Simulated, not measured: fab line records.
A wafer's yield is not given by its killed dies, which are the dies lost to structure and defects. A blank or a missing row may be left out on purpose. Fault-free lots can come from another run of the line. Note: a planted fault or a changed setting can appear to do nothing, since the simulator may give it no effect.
What tool caused it?	flow nand_harc	18 wafers from 6 lots sampled at 4 of the route's 1302 steps

WHAT THE GAUGES SHOWED, per wafer
NHARC_A_DECK1_JOINT_THK_MEAS_17: measures by ellipsometry.
lot	measured	on	thk_nm (nm)
L870	day 12 16:42	film_metro-02	45.4 45.0 45.7
L872	day 14 00:18	film_metro-01	43.2 43.9 45.9
L874	day 14 10:08	film_metro-01	44.6 46.3 43.8
L883	day 18 21:02	film_metro-01	45.3 45.5 45.5
L889	day 20 09:41	film_metro-01	42.6 45.6 42.4
L892	day 21 14:46	film_metro-01	47.2 46.6 44.7

TOOL THAT RAN EACH LOT (tool first, then ch and the chambers of the sampled wafers, then the start)
lot	NHARC_A_CHANNEL_FILL_D1_ETCHBACK_20	NHARC_A_CHANNEL_FILL_D1_ETCHBACK_08	NHARC_A_DECK1_JOINT_DEP_16
L870	rie_diel-06 ch 0,1, day 10 01:34	rie_diel-06 ch 0,1,3, day 11 04:38 or earlier	pecvd-01 ch 0,1,2, day 12 16:25
L872	rie_diel-06 ch 0,1, day 11 02:28	rie_diel-06 ch 1,2, day 12 02:10 or earlier	pecvd-04 ch 0,1, day 14 00:04
L874	rie_diel-06 ch 0,1,3, day 11 16:49	rie_diel-06 ch 0,2,3, day 12 16:43 or earlier	pecvd-02 ch 0,2, day 14 09:51
L883	rie_diel-06 ch 0,2,3, day 16 04:16	rie_diel-13 ch 0,3, day 17 04:10 or earlier	pecvd-02 ch 1,2, day 18 20:46
L889	rie_diel-10 ch 1,2, day 18 00:00	rie_diel-13 ch 0,1,3, day 18 23:31 or earlier	pecvd-02 ch 0, day 20 09:22
L892	rie_diel-13 ch 0,2,3, day 19 05:22	rie_diel-10 ch 0,1,2, day 20 05:07 or earlier	pecvd-02 ch 0,1,2, day 21 14:33
- NHARC_A_CHANNEL_FILL_D1_ETCHBACK_20: etches the open film in C4F8/O2/Ar, target depth 27 nm, time 13.5 s.
- NHARC_A_CHANNEL_FILL_D1_ETCHBACK_08: etches the open film in C4F8, target depth 220 nm, time 110 s.
- NHARC_A_DECK1_JOINT_DEP_16: deposits SiO2, target thk 45 nm.

THE ANSWER, worked out from the rows above alone
Rule: what is usual is taken from the lots themselves. Put in order of their means at a reading, lots are off if they are a third of the lots or fewer, leave a main group of 4 or more, and stand apart from it by a gap of 3 or more times the standard deviation of the main group's means; of several such gaps the widest counts. If all means in a main group match to the digits the tables above print for the reading, that group is not used. Also off: a lot with no number at a reading for which 4 or more lots have one. All remaining lots with rows at the step are treated as sound.
No lot is off at any reading shown: from this, nothing can be told.

WHAT THE SIMULATOR HAD PUT IN
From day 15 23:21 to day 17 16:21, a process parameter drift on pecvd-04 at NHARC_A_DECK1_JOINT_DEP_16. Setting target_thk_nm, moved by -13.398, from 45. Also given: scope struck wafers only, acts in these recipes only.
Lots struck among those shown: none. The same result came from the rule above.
